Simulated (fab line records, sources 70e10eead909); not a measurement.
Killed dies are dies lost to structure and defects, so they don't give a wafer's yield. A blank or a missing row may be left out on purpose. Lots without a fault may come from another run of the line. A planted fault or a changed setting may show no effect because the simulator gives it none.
fab line records | flow nand_harc
record lots=24 wafers=72 last_day=33
route steps=1302 shown P_M0@282 P_M1@299 P_M2@336 P_BONDPAD@375
lots that met no fault: from a run of the same line without faults
start_h: hours from the record's first day to the start of the lot's first wafer shown | wait_h: hours since the lot's step before | " the same as in the row above | L1.1+2: a row that stands for several wafers | - no value, or no start given | * or withheld: withheld | < > ~ a bound
route shown NAME@n: a module of which the file shows steps, and the number in the route of the first | usual: mean/standard deviation of fault-free wafers | same: alike in all rows | chamber/n: place in a boat | sites: the reading at each site | _std_site: their standard deviation | _edge_site: outer sites' mean less inner sites' | radius_mm: how far each site lies from the wafer's centre | mask NAME#n: copy n | behind: the tool/chamber that last shaped the wafer | hold: why the lot was held/for how many hours/how that ended | device: the transistor (n, p or np) that didn't switch | end of line: the same wafers' tests at the end of the route | a step without rows: its recipe alone | killed: dies lost to structure and defects at the first sort, not the wafer's yield | map: a wafer's dies, x killed, . not, _ none there
set.NAME: the setting as run; set.NAME@STEP: as run at that earlier step | model.NAME: the simulator's own value behind a step, which no gauge read
steps of the route over a sample of lots; a table a step, a row a wafer
services: from which hour (start_h, from the record's first day; less than 0 if before it) a tool's chamber was out of use, for how many hours, and why
## steps
# step NHARC_P_M0_INSPECT_27
# usual raw_defect_count=339/140
# columns lot.wafer tool chamber start_h wait_h raw_defect_count
L074.4 defect_inspect-01 - 124.42 0.0 314
L074.5 " - " " 473
L074.6 " - " " 270
L075.3 defect_inspect-02 - 131.60 0.0 242
L075.4 " - " " 313
L075.6 " - " " 422
L076.1 defect_inspect-02 - 148.09 0.0 344
L076.2 " - " " 235
L076.6 " - " " 191
L077.3 defect_inspect-01 - 152.77 0.0 281
L077.5 " - " " 408
L077.6 " - " " 507
L078.3 defect_inspect-01 - 169.56 0.0 285
L078.4 " - " " 296
L078.5 " - " " 307
L079.2 defect_inspect-02 - 169.91 0.0 230
L079.4 " - " " 204
L079.5 " - " " 217
L080.1 defect_inspect-02 - 179.61 0.0 657
L080.2 " - " " 647
L080.3 " - " " 465
L081.1 defect_inspect-02 - 190.33 0.0 419
L081.3 " - " " 348
L081.5 " - " " 334
L082.3 defect_inspect-02 - 204.90 0.0 213
L082.4 " - " " 425
L082.5 " - " " 181
L083.3 defect_inspect-02 - 218.47 0.0 542
L083.4 " - " " 225
L083.6 " - " " 420
L084.2 defect_inspect-01 - 223.27 0.0 223
L084.4 " - " " 254
L084.6 " - " " 363
L085.2 defect_inspect-02 - 230.34 0.0 357
L085.5 " - " " 330
L085.6 " - " " 237
L086.1 defect_inspect-02 - 241.78 0.0 431
L086.2 " - " " 197
L086.4 " - " " 297
L087.3 defect_inspect-02 - 252.12 0.0 189
L087.5 " - " " 248
L087.6 " - " " 258
L088.3 defect_inspect-02 - 272.23 0.0 260
L088.4 " - " " 188
L088.5 " - " " 226
L089.1 defect_inspect-01 - 275.37 0.0 310
L089.3 " - " " 437
L089.5 " - " " 193
L090.3 defect_inspect-01 - 281.97 0.0 138
L090.4 " - " " 178
L090.6 " - " " 239
L091.1 defect_inspect-01 - 290.93 0.0 305
L091.2 " - " " 360
L091.4 " - " " 212
L092.1 defect_inspect-02 - 300.62 0.0 172
L092.3 " - " " 188
L092.5 " - " " 315
L093.4 defect_inspect-02 - 319.55 0.0 321
L093.5 " - " " 334
L093.6 " - " " 531
L094.1 defect_inspect-01 - 324.35 0.0 290
L094.2 " - " " 253
L094.3 " - " " 233
L095.1 defect_inspect-01 - 338.12 0.0 462
L095.4 " - " " 365
L095.6 " - " " 385
L096.2 defect_inspect-02 - 346.69 0.0 1021
L096.5 " - " " 498
L096.6 " - " " 819
L097.2 defect_inspect-01 - 350.73 0.0 285
L097.3 " - " " 522
L097.5 " - " " 346
# step NHARC_P_M1_ETCH_35
# recipe target_depth_a=400 overetch_a=120 time_s=43.94 ion_energy_ev=200 n2_flow_sccm=150 h2_flow_sccm=150 ar_flow_sccm=0 rf_w=400 bias_w=150 chemistry=N2/H2
# usual drypump_motor_current_A=5.7/0.45 oes_product_au=0.993/0.0081 rf_vpp_V=429.4/1.9 showerhead_plenum_p_Torr=2.00/0.066 throttle_valve_pct=14.172/0.0093
# columns lot.wafer tool chamber start_h wait_h drypump_motor_current_A oes_product_au rf_hours_counter_h rf_vpp_V showerhead_plenum_p_Torr throttle_valve_pct
L074.4 rie_diel-06 0 125.97 0.1 6.3 1.007 17 428.4 1.97 14.190
L074.5 " 2 " " 6.0 1.001 - 430.8 2.06 14.170
L074.6 " 3 " " 5.3 0.986 - 429.4 2.05 14.175
L075.3 rie_diel-03 0 133.26 0.1 6.0 1.012 5 428.9 2.04 14.178
L075.4 " 3 " " 6.2 0.997 4 433.1 2.16 14.180
L075.6 " 0 " " 6.1 1.009 - 430.3 2.04 14.161
L076.1 rie_diel-06 1 149.93 0.1 5.9 1.006 1 425.9 1.89 14.178
L076.2 " 2 " " 6.0 0.992 1 429.8 2.06 14.172
L076.6 " 0 " " 6.2 1.002 - 427.2 1.97 14.180
L077.3 rie_diel-13 0 154.47 0.1 5.8 0.993 9 429.7 1.95 14.160
L077.6 " 3 " " 5.1 1.003 - 430.6 2.02 14.172
L077.5 " 0 " " 5.7 0.987 - 428.6 1.95 14.173
L078.3 rie_diel-06 3 171.10 0.1 5.3 0.989 2 430.2 2.05 14.173
L078.4 " 0 " " 6.3 1.000 2 428.6 1.97 14.159
L078.5 " 3 " " 5.3 0.985 - 430.2 2.05 14.174
L079.2 rie_diel-03 3 171.57 0.1 6.2 0.993 15 434.8 2.15 14.186
L079.4 " 1 " " 6.3 0.974 21 429.9 2.02 14.173
L079.5 " 0 " " 6.1 0.990 - 431.8 2.04 14.178
L080.1 rie_diel-13 1 181.17 0.1 5.0 1.000 0 429.9 2.01 14.183
L080.2 " 2 " " 6.2 0.997 0 428.1 1.93 14.187
L080.3 " 3 " " 5.1 0.995 0 428.8 2.02 14.164
L081.3 rie_diel-06 0 192.04 0.1 6.3 0.992 5 429.3 1.97 14.171
L081.1 " 1 " " 5.9 0.997 5 425.4 1.89 14.163
L081.5 " 2 " " 6.0 0.991 - 432.1 2.06 14.172
L082.3 rie_diel-06 0 206.59 0.1 6.3 0.992 7 429.2 1.97 14.167
L082.4 " 1 " " 6.0 0.992 6 427.3 1.89 14.183
L082.5 " 0 " " 6.3 0.988 - 428.6 1.97 14.181
L083.3 rie_diel-06 3 220.14 0.1 5.3 0.981 7 430.4 2.05 14.169
L083.4 " 2 " " 6.0 0.979 7 429.8 2.06 14.156
L083.6 " 3 " " 5.3 0.997 - 429.4 2.05 14.176
L084.4 rie_diel-06 0 224.94 0.1 6.2 0.993 8 429.7 1.97 14.176
L084.2 " 1 " " 6.0 0.999 8 426.5 1.89 14.190
L084.6 " 3 " " 5.3 0.973 - 430.2 2.05 14.176
L085.2 rie_diel-06 0 231.99 0.1 6.3 1.002 8 427.8 1.97 14.186
L085.6 " 0 " " 6.3 0.997 - 429.4 1.97 14.169
L085.5 " 1 " " 6.0 0.997 - 426.5 1.89 14.189
L086.1 rie_diel-13 1 243.47 0.1 5.0 0.986 5 430.3 2.00 14.176
L086.2 " 0 " " 5.8 0.982 5 429.0 1.95 14.149
L086.4 " 0 " " 5.7 0.977 - 427.3 1.95 14.176
L087.3 rie_diel-13 0 253.78 0.1 5.8 0.990 5 428.2 1.95 14.172
L087.5 " 0 " " 5.7 0.987 - 429.4 1.95 14.186
L087.6 " 1 " " 5.0 1.001 - 429.5 2.00 14.172
L088.3 rie_diel-06 1 273.90 0.1 6.0 0.985 11 427.0 1.88 14.188
L088.4 " 2 " " 6.0 0.987 11 430.5 2.06 14.169
L088.5 " 3 " " 5.3 0.985 - 430.5 2.05 14.173
L089.1 rie_diel-13 3 277.03 0.1 5.1 0.996 6 429.9 2.02 14.172
L089.3 " 1 " " 5.0 1.000 8 429.9 2.00 14.177
L089.5 " 3 " " 5.1 1.002 - 429.8 2.02 14.179
L090.4 rie_diel-06 3 283.63 0.1 5.3 0.978 13 430.9 2.05 14.161
L090.3 " 0 " " 6.2 0.985 13 427.9 1.97 14.181
L090.6 " 3 " " 5.3 0.989 - 431.0 2.05 14.168
L091.2 rie_diel-13 2 292.61 0.1 6.2 0.988 9 428.1 1.92 14.178
L091.1 " 3 " " 5.1 0.992 7 429.7 2.02 14.159
L091.4 " 0 " " 5.7 0.978 8 427.5 1.95 14.168
L092.3 rie_diel-13 2 302.16 0.1 6.2 0.987 10 427.8 1.92 14.162
L092.1 " 1 " " 5.0 0.997 10 429.9 2.00 14.166
L092.5 " 3 " " 5.1 1.003 - 430.7 2.02 14.168
L093.4 rie_diel-13 3 321.21 0.1 5.1 0.996 10 431.8 2.02 14.159
L093.6 " 3 " " 5.1 0.986 - 429.3 2.02 14.173
L093.5 " 0 " " 5.7 0.976 - 429.3 1.95 14.172
L094.1 rie_diel-13 0 326.02 0.1 5.8 0.995 10 427.9 1.95 14.193
L094.2 " 2 " " 6.2 0.989 11 426.3 1.92 14.166
L094.3 " 3 " " 5.1 0.997 10 430.6 2.02 14.182
L095.4 rie_diel-06 2 339.79 0.1 6.0 1.007 3 430.4 2.06 14.167
L095.1 " 0 " " 6.2 0.988 2 429.2 1.97 14.169
L095.6 " 2 " " 6.0 1.006 - 428.9 2.06 14.169
L096.2 rie_diel-06 1 348.21 0.1 6.0 1.003 3 426.1 1.88 14.180
L096.6 " 1 " " 6.0 0.996 - 425.7 1.88 14.175
L096.5 " 2 " " 6.0 1.007 - 430.2 2.06 14.160
L097.3 rie_diel-06 3 352.40 0.1 5.3 0.988 4 430.0 2.05 14.158
L097.2 " 0 " " 6.3 0.986 4 429.1 1.97 14.175
L097.5 " 3 " " 5.3 0.990 - 432.0 2.05 14.163
# step NHARC_P_M2_ETCH_28
# recipe target_depth_a=300 over_etch_frac=0.3 time_s=72.99 ion_energy_ev=150 cf4_flow_sccm=50 n2_flow_sccm=100 ar_flow_sccm=150 rf_w=300 bias_w=100 chemistry=CF4/N2
# usual drypump_motor_current_A=5.3/0.43 oes_product_au=0.994/0.0092 rf_vpp_V=314.3/2.2 showerhead_plenum_p_Torr=2.64/0.12 throttle_valve_pct=19.794/0.0098
# columns lot.wafer tool chamber start_h wait_h drypump_motor_current_A oes_product_au rf_hours_counter_h rf_vpp_V showerhead_plenum_p_Torr throttle_valve_pct
L074.4 rie_diel-08 0 - - 5.0 0.997 5.5 312.2 2.51 19.794
L074.5 " 1 " " 5.0 0.983 - 317.9 2.83 19.793
L074.6 " 2 " " 4.8 0.973 - 316.6 2.68 19.799
L075.3 rie_diel-02 0 - - 5.5 0.997 4.4 315.9 2.77 19.797
L075.4 " 1 " " 6.3 0.995 4.4 313.1 2.60 19.785
L075.6 " 1 " " 6.3 1.002 - 313.3 2.60 19.797
L076.1 rie_diel-02 0 - - 5.5 0.990 5.6 315.6 2.77 19.789
L076.2 " 1 " " 6.4 0.986 5.7 314.1 2.60 19.802
L076.6 " 0 " " 5.5 1.000 - 317.4 2.77 19.801
L077.3 rie_diel-08 1 - - 5.0 0.990 8.1 318.6 2.83 19.795
L077.5 " 2 " " 4.8 0.986 - 314.7 2.68 19.803
L077.6 " 3 " " 5.2 0.991 - 312.2 2.48 19.802
L078.3 rie_diel-09 0 - - 5.7 0.973 0.8 312.6 2.55 19.788
L078.4 " 1 " " 5.8 0.974 0.6 316.4 2.77 19.812
L078.5 " 3 " " 5.1 0.988 - 311.8 2.52 19.802
L079.2 rie_diel-08 0 - - 5.0 1.004 9.1 311.9 2.51 19.806
L079.4 " 1 " " 5.0 1.002 9.0 318.2 2.83 19.794
L079.5 " 3 " " 5.2 0.999 - 311.9 2.48 19.793
L080.3 rie_diel-09 0 - - 5.8 0.981 1.0 312.3 2.55 19.798
L080.1 " 2 " " 4.8 0.989 0.8 315.7 2.60 19.799
L080.2 " 3 " " 5.1 0.994 1.0 312.5 2.52 19.785
L081.1 rie_diel-09 2 - - 4.8 1.001 2.5 314.1 2.60 19.807
L081.3 " 0 " " 5.7 0.998 2.6 311.8 2.55 19.806
L081.5 " 3 " " 5.1 0.999 - 311.7 2.52 19.783
L082.3 rie_diel-02 3 - - 5.2 0.980 8.2 316.6 2.74 19.805
L082.4 " 0 " " 5.5 0.998 7.9 316.8 2.77 19.781
L082.5 " 3 " " 5.1 0.986 - 316.4 2.74 19.777
L083.3 rie_diel-08 3 - - 5.2 1.001 1.2 311.5 2.48 19.785
L083.4 " 0 " " 5.0 1.007 1.3 311.9 2.51 19.793
L083.6 " 3 " " 5.2 0.993 - 311.3 2.48 19.795
L084.4 rie_diel-09 1 - - 5.8 0.985 3.8 317.6 2.77 19.807
L084.2 " 2 " " 4.8 0.983 3.4 313.2 2.60 19.800
L084.6 " 3 " " 5.1 0.991 - 312.1 2.51 19.788
L085.2 rie_diel-08 0 - - 4.9 1.001 2.2 313.2 2.51 19.807
L085.6 " 3 " " 5.2 0.998 - 311.3 2.48 19.796
L085.5 " 0 " " 5.0 1.000 - 310.3 2.51 19.789
L086.4 rie_diel-02 1 - - 6.4 1.003 2.0 312.4 2.60 19.804
L086.1 " 2 " " 5.4 0.979 2.0 315.8 2.70 19.761
L086.2 " 3 " " 5.2 0.989 2.5 316.0 2.73 19.809
L087.3 rie_diel-08 0 - - 5.0 1.005 2.8 312.6 2.51 19.787
L087.6 " 0 " " 5.0 1.018 - 311.6 2.51 19.806
L087.5 " 2 " " 4.8 0.996 - 313.4 2.67 19.781
L088.3 rie_diel-02 3 - - 5.2 0.987 3.9 316.7 2.73 19.804
L088.4 " 1 " " 6.3 1.004 2.9 313.9 2.60 19.791
L088.5 " 0 " " 5.5 1.003 - 316.1 2.77 19.792
L089.3 rie_diel-02 0 - - 5.5 0.993 4.0 317.4 2.77 19.803
L089.1 " 1 " " 6.4 0.997 3.0 314.3 2.60 19.793
L089.5 " 0 " " 5.5 0.987 - 318.4 2.77 19.782
L090.3 rie_diel-02 0 - - 5.5 0.998 4.3 315.8 2.77 19.785
L090.6 " 1 " " 6.3 0.999 - 313.6 2.60 19.800
L090.4 " 3 " " 5.2 0.996 - 315.0 2.73 19.795
L091.1 rie_diel-08 0 - - 5.0 1.003 5.1 312.8 2.51 19.794
L091.4 " 1 " " 5.0 0.990 4.1 317.9 2.82 19.807
L091.2 " 2 " " 4.8 0.995 4.0 315.9 2.67 19.789
L092.1 rie_diel-09 2 - - 4.7 0.987 7.6 313.9 2.60 19.797
L092.3 " 3 " " 5.1 1.004 7.8 312.0 2.51 19.794
L092.5 " 3 " " 5.1 0.999 - 312.6 2.51 19.778
L093.4 rie_diel-02 0 - - 5.5 0.999 6.7 316.7 2.77 19.783
L093.6 " 3 " " 5.1 1.009 - 317.1 2.73 19.797
L093.5 " 0 " " 5.5 1.014 - 316.8 2.77 19.795
L094.3 rie_diel-08 3 - - 5.2 0.993 6.3 310.4 2.47 19.803
L094.2 " 1 " " 5.1 0.982 5.8 318.0 2.82 19.793
L094.1 " 2 " " 4.8 0.991 5.4 315.4 2.67 19.787
L095.4 rie_diel-08 2 - - 4.8 0.990 5.9 315.6 2.67 19.789
L095.1 " 3 " " 5.2 0.995 7.1 312.3 2.47 19.779
L095.6 " 1 " " 5.1 0.989 - 315.4 2.82 19.790
L096.2 rie_diel-08 0 - - 5.0 0.995 8.7 311.5 2.51 19.782
L096.6 " 2 " " 4.8 0.998 - 316.3 2.67 19.797
L096.5 " 3 " " 5.2 1.008 - 312.3 2.47 19.783
L097.2 rie_diel-09 2 - - 4.8 0.996 2.4 314.2 2.60 19.773
L097.3 " 0 " " 5.7 0.994 1.7 314.2 2.55 19.789
L097.5 " 2 " " 4.7 0.986 - 313.0 2.60 19.793
# step NHARC_P_M2_THK_MEAS_24
# recipe thk_meas_gauge=xrf
# usual thk_nm=144.2/1.4
# columns lot.wafer tool chamber start_h wait_h thk_nm
L074.4 film_metro-01 - 132.31 - 145.0
L074.5 " - " " 144.1
L074.6 " - " " 144.7
L075.3 film_metro-02 - 139.62 - 144.1
L075.4 " - " " 144.2
L075.6 " - " " 145.8
L076.1 film_metro-01 - 156.65 - 145.1
L076.2 " - " " 146.1
L076.6 " - " " 143.6
L077.3 film_metro-01 - 161.05 - 144.1
L077.5 " - " " 146.5
L077.6 " - " " 143.5
L078.3 film_metro-02 - 177.69 - 145.2
L078.4 " - " " 142.8
L078.5 " - " " 144.6
L079.2 film_metro-01 - 178.23 - 143.6
L079.4 " - " " 145.5
L079.5 " - " " 141.6
L080.1 film_metro-01 - 187.69 - 144.9
L080.2 " - " " 144.6
L080.3 " - " " 143.5
L081.1 film_metro-02 - 198.57 - 145.9
L081.3 " - " " 147.1
L081.5 " - " " 144.0
L082.3 film_metro-01 - 212.90 - 142.7
L082.4 " - " " 147.0
L082.5 " - " " 144.8
L083.3 film_metro-01 - 227.49 - 145.3
L083.4 " - " " 142.8
L083.6 " - " " 142.7
L084.2 film_metro-02 - 231.49 - 141.2
L084.4 " - " " 141.3
L084.6 " - " " 142.6
L085.2 film_metro-01 - 238.48 - 144.1
L085.5 " - " " 143.6
L085.6 " - " " 143.7
L086.1 film_metro-01 - 249.98 - 144.4
L086.2 " - " " 142.1
L086.4 " - " " 143.1
L087.3 film_metro-01 - 260.34 - 145.6
L087.5 " - " " 146.9
L087.6 " - " " 146.6
L088.3 film_metro-01 - 280.23 - 143.1
L088.4 " - " " 145.2
L088.5 " - " " 142.9
L089.1 film_metro-02 - 283.53 - 144.2
L089.3 " - " " 142.2
L089.5 " - " " 143.6
L090.3 film_metro-01 - 290.43 - 146.2
L090.4 " - " " 144.6
L090.6 " - " " 146.5
L091.1 film_metro-02 - 299.61 - 143.7
L091.2 " - " " 143.3
L091.4 " - " " 145.8
L092.1 film_metro-01 - 308.54 - 145.3
L092.3 " - " " 141.8
L092.5 " - " " 143.9
L093.4 film_metro-01 - 327.87 - 142.3
L093.5 " - " " 142.7
L093.6 " - " " 144.5
L094.1 film_metro-01 - 332.69 - 144.7
L094.2 " - " " 144.9
L094.3 " - " " 143.0
L095.1 film_metro-01 - 346.28 - 141.3
L095.4 " - " " 145.6
L095.6 " - " " 144.1
L096.2 film_metro-02 - 354.87 - 145.6
L096.5 " - " " 144.3
L096.6 " - " " 142.7
L097.2 film_metro-01 - 358.84 - 143.3
L097.3 " - " " 145.2
L097.5 " - " " 143.9
# step NHARC_P_BONDPAD_PRE_CLEAN_26
# recipe time_s=30 temp_c=280 gas=H2/He
# usual heater_power_w=401/48
# columns lot.wafer tool chamber start_h wait_h heater_power_w
L074.4 pvd_sputter-03 - - - 436
L074.6 " - " " 376
L074.5 " - " " 391
L075.4 pvd_sputter-03 - - - 401
L075.3 " - " " 419
L075.6 " - " " 438
L076.1 pvd_sputter-02 - - - 420
L076.2 " - " " 424
L076.6 " - " " 432
L077.3 pvd_sputter-01 - - - 295
L077.5 " - " " 447
L077.6 " - " " 319
L078.4 pvd_sputter-02 - - - 415
L078.3 " - " " 395
L078.5 " - " " 431
L079.4 pvd_sputter-01 - - - 304
L079.2 " - " " 452
L079.5 " - " " 324
L080.2 pvd_sputter-01 - - - 426
L080.3 " - " " 306
L080.1 " - " " 440
L081.1 pvd_sputter-02 - - - 448
L081.3 " - " " 395
L081.5 " - " " 437
L082.4 pvd_sputter-03 - - - 407
L082.3 " - " " 416
L082.5 " - " " 407
L083.3 pvd_sputter-02 - - - 428
L083.4 " - " " 401
L083.6 " - " " 424
L084.4 pvd_sputter-03 - - - 374
L084.2 " - " " 424
L084.6 " - " " 365
L085.2 pvd_sputter-01 - - - 448
L085.5 " - " " 444
L085.6 " - " " 301
L086.4 pvd_sputter-02 - - - 394
L086.2 " - " " 418
L086.1 " - " " 439
L087.3 pvd_sputter-01 - - - 298
L087.5 " - " " 430
L087.6 " - " " 347
L088.3 pvd_sputter-01 - - - 345
L088.4 " - " " 299
L088.5 " - " " 338
L089.3 pvd_sputter-01 - - - 444
L089.1 " - " " 432
L089.5 " - " " 337
L090.4 pvd_sputter-01 - - - 298
L090.3 " - " " 428
L090.6 " - " " 301
L091.1 pvd_sputter-03 - - - 406
L091.2 " - " " 462
L091.4 " - " " 377
L092.1 pvd_sputter-02 - - - 406
L092.3 " - " " 425
L092.5 " - " " 426
L093.4 pvd_sputter-01 - - - 443
L093.6 " - " " 340
L093.5 " - " " 439
L094.2 pvd_sputter-03 - - - 447
L094.1 " - " " 364
L094.3 " - " " 412
L095.1 pvd_sputter-01 - - - 444
L095.4 " - " " 345
L095.6 " - " " 453
L096.2 pvd_sputter-02 - - - 429
L096.5 " - " " 390
L096.6 " - " " 422
L097.3 pvd_sputter-02 - - - 423
L097.2 " - " " 426
L097.5 " - " " 408
# step NHARC_P_BONDPAD_ANNEAL_28
# recipe temp_c=225 time_s=90
# usual wafer_temp_C_max=225.87/0.26
# columns lot.wafer tool chamber start_h wait_h wafer_temp_C_max
L074.4 rtp_anneal-01 0 136.49 0.4 226.13
L074.5 " 0 " " 225.81
L074.6 " 0 " " 225.89
L075.3 rtp_anneal-01 0 143.85 0.3 225.83
L075.4 " 0 " " 226.03
L075.6 " 0 " " 226.33
L076.1 rtp_anneal-02 0 160.70 - 225.63
L076.2 " 0 " " 225.18
L076.6 " 0 " " 225.68
L077.3 rtp_anneal-01 0 165.17 0.3 225.75
L077.5 " 0 " " 225.83
L077.6 " 0 " " 226.36
L078.3 rtp_anneal-02 0 181.66 - 225.60
L078.4 " 0 " " 225.69
L078.5 " 0 " " 225.81
L079.2 rtp_anneal-01 0 182.13 - 226.01
L079.4 " 0 " " 225.69
L079.5 " 0 " " 225.96
L080.1 rtp_anneal-01 0 191.52 - 225.73
L080.2 " 0 " " 225.87
L080.3 " 0 " " 225.98
L081.1 rtp_anneal-01 0 202.57 0.3 226.37
L081.3 " 0 " " 226.31
L081.5 " 0 " " 225.79
L082.3 rtp_anneal-02 0 216.82 0.3 225.94
L082.4 " 0 " " 225.67
L082.5 " 0 " " 225.61
L083.3 rtp_anneal-02 0 231.57 0.3 226.09
L083.4 " 0 " " 225.86
L083.6 " 0 " " 225.72
L084.2 rtp_anneal-01 0 235.70 - 225.64
L084.4 " 0 " " 225.77
L084.6 " 0 " " 225.56
L085.2 rtp_anneal-02 0 242.60 0.4 226.00
L085.5 " 0 " " 225.66
L085.6 " 0 " " 225.71
L086.1 rtp_anneal-01 0 253.82 0.3 225.62
L086.2 " 0 " " 225.96
L086.4 " 0 " " 226.32
L087.3 rtp_anneal-02 0 264.17 - 225.99
L087.5 " 0 " " 225.52
L087.6 " 0 " " 225.87
L088.3 rtp_anneal-01 0 284.04 0.3 226.51
L088.4 " 0 " " 225.97
L088.5 " 0 " " 226.18
L089.1 rtp_anneal-01 0 287.42 0.3 225.99
L089.3 " 0 " " 225.79
L089.5 " 0 " " 225.70
L090.3 rtp_anneal-01 0 294.48 0.3 225.69
L090.4 " 0 " " 225.79
L090.6 " 0 " " 225.93
L091.1 rtp_anneal-01 0 303.48 - 225.43
L091.2 " 0 " " 226.14
L091.4 " 0 " " 225.98
L092.1 rtp_anneal-02 0 312.37 - 225.83
L092.3 " 0 " " 225.52
L092.5 " 0 " " 225.63
L093.4 rtp_anneal-02 0 331.87 - 226.03
L093.5 " 0 " " 225.54
L093.6 " 0 " " 225.28
L094.1 rtp_anneal-02 0 336.53 0.3 225.36
L094.2 " 0 " " 225.57
L094.3 " 0 " " 225.63
L095.1 rtp_anneal-01 0 350.66 0.3 226.59
L095.4 " 0 " " 225.76
L095.6 " 0 " " 225.81
L096.2 rtp_anneal-02 0 358.77 0.4 226.04
L096.5 " 0 " " 225.87
L096.6 " 0 " " 225.80
L097.2 rtp_anneal-01 0 362.60 - 225.79
L097.3 " 0 " " 226.41
L097.5 " 0 " " 226.14
## services
# columns tool chamber start_h hours kind
pvd_sputter-02 - 104.00 10.0 pm
pvd_sputter-03 - 126.10 9.1 repair
rie_diel-06 - 130.20 9.0 pm
rie_diel-09 - 143.10 9.0 pm
pvd_sputter-03 - 155.52 1.9 repair
rie_diel-13 - 165.00 9.0 pm
pvd_sputter-03 - 170.09 10.0 pm
rie_diel-02 2 175.33 5.0 repair
rie_diel-08 - 190.80 9.0 pm
rie_diel-13 0 205.88 2.7 repair
pvd_sputter-02 - 207.09 5.4 repair
rie_diel-13 3 212.98 2.3 repair
rie_diel-02 - 216.70 9.0 pm
pvd_sputter-01 - 226.06 10.0 pm
rie_diel-13 3 236.75 9.1 repair
rie_diel-08 1 258.04 2.9 repair
rie_diel-06 2 262.08 8.7 repair
pvd_sputter-02 - 265.04 3.3 repair
pvd_sputter-02 - 282.00 10.0 pm
rie_diel-02 2 284.47 4.8 repair
rie_diel-02 - 304.69 0.1 repair
rie_diel-06 - 307.20 9.0 pm
rie_diel-06 1 322.10 6.5 repair
rie_diel-13 - 342.00 9.0 pm
## key
fault none
